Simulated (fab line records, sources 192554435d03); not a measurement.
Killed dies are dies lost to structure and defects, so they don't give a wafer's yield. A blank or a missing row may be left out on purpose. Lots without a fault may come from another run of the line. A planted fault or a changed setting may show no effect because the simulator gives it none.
Split-lot experiment | flow n5_finfet | 7 lots, 21 wafers read, on a route of 1938 steps

THE SPLIT
At N5_SD_EPI_N_ETCH_45 (etches SiOCN in CH3F/O2, target depth 6 nm), the setting target_depth_a was moved away from the recipe's 60 angstrom on 8 of the 21 wafers read, by -8.8% to +10.1%. The other wafers ran this setting at the recipe's value.

The reading is taken at the split's own step.

THE READING
etch.depth_nm (the simulator's own value, which no gauge read), in nm, at N5_SD_EPI_N_ETCH_45 (etches SiOCN in CH3F/O2, target depth 6 nm). The file gives no usual value for it. The 13 wafers here that ran the recipe average 5.900 nm, standard deviation 0.15 nm.

wafer  | tool, chamber at the split | target_depth_a as run, angstrom | against the recipe | etch.depth_nm, nm | against lot-mates on the recipe
L079.1 | rie_diel-02, 2             | 60                              | recipe             | 6.183             | -
L079.2 | rie_diel-02, 3             | 60                              | recipe             | 6.181             | -
L079.5 | rie_diel-02, 0             | 60                              | recipe             | 5.892             | -
L080.1 | rie_diel-02, 3             | 66.06                           | +10.1%             | 6.811             | +1.047
L080.3 | rie_diel-02, 0             | 60                              | recipe             | 5.764             | -
L080.5 | rie_diel-02, 0             | 66.06                           | +10.1%             | 6.413             | +0.649
L084.2 | rie_diel-02, 0             | 60                              | recipe             | 5.839             | -
L084.3 | rie_diel-02, 1             | 54.73                           | -8.8%              | 5.201             | -0.638
L084.4 | rie_diel-02, 2             | 54.73                           | -8.8%              | 5.548             | -0.291
L088.1 | rie_diel-04, 2             | 60                              | recipe             | 5.954             | -
L088.3 | rie_diel-04, 0             | 60                              | recipe             | 5.938             | -
L088.4 | rie_diel-04, 1             | 60                              | recipe             | 5.734             | -
L089.2 | rie_diel-05, 0             | 60                              | recipe             | 5.827             | -
L089.3 | rie_diel-05, 2             | 62.62                           | +4.4%              | 6.327             | +0.527
L089.6 | rie_diel-05, 1             | 60                              | recipe             | 5.773             | -
L091.3 | rie_diel-04, 0             | 57.86                           | -3.6%              | 5.747             | -0.305
L091.4 | rie_diel-04, 1             | 57.86                           | -3.6%              | 5.562             | -0.490
L091.6 | rie_diel-04, 2             | 60                              | recipe             | 6.052             | -
L096.1 | rie_diel-04, 1             | 60                              | recipe             | 5.758             | -
L096.3 | rie_diel-04, 2             | 64.37                           | +7.3%              | 6.395             | +0.611
L096.4 | rie_diel-04, 3             | 60                              | recipe             | 5.811             | -

THE FIT
A straight line over all 21 wafers: etch.depth_nm changes by +0.0674 nm for each +1% of target_depth_a; r = +0.90; the points scatter about the line by 0.16 nm.
The same after taking each lot's own level away (the mean of its wafers on the recipe; 21 wafers): +0.0761 nm for each +1%; r = +0.93; scatter 0.14 nm.
On that fit, the largest move of target_depth_a shifts the reading by 0.77 nm.
The lots' own levels span 5.7640 to 6.0853 nm, that is 2.2 times the standard deviation above.
So the lot-to-lot level changes the slope: the two fits differ.
Check: with one of the wafers moved furthest among these (+10.1%) left out of the fit, the line predicts +0.708 nm for it against its lot-mates. It came out at +1.05 nm against them.

OTHER SPLITS ON THESE WAFERS
These wafers also went through other splits before the reading. Each is held against what the fit with the lots' levels taken away leaves over:
other split on the same wafers | wafers away from the commonest value | r with etch.depth_nm (lot level and that fit taken away)
N5_WELL_APT_COAT_02 spin_rpm   | 7                                    | -0.09
N5_WELL_APT_COAT_19 spin_rpm   | 9                                    | -0.18
N5_WELL_APT_PEB_23 peb_temp_c  | 10                                   | +0.29
N5_FIN_SAQP_ETCH_34 source_w   | 6                                    | -0.26

THE FILE'S OWN FIT
etch.depth_nm changes by +0.0788 nm for each +1% of target_depth_a, r = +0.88.
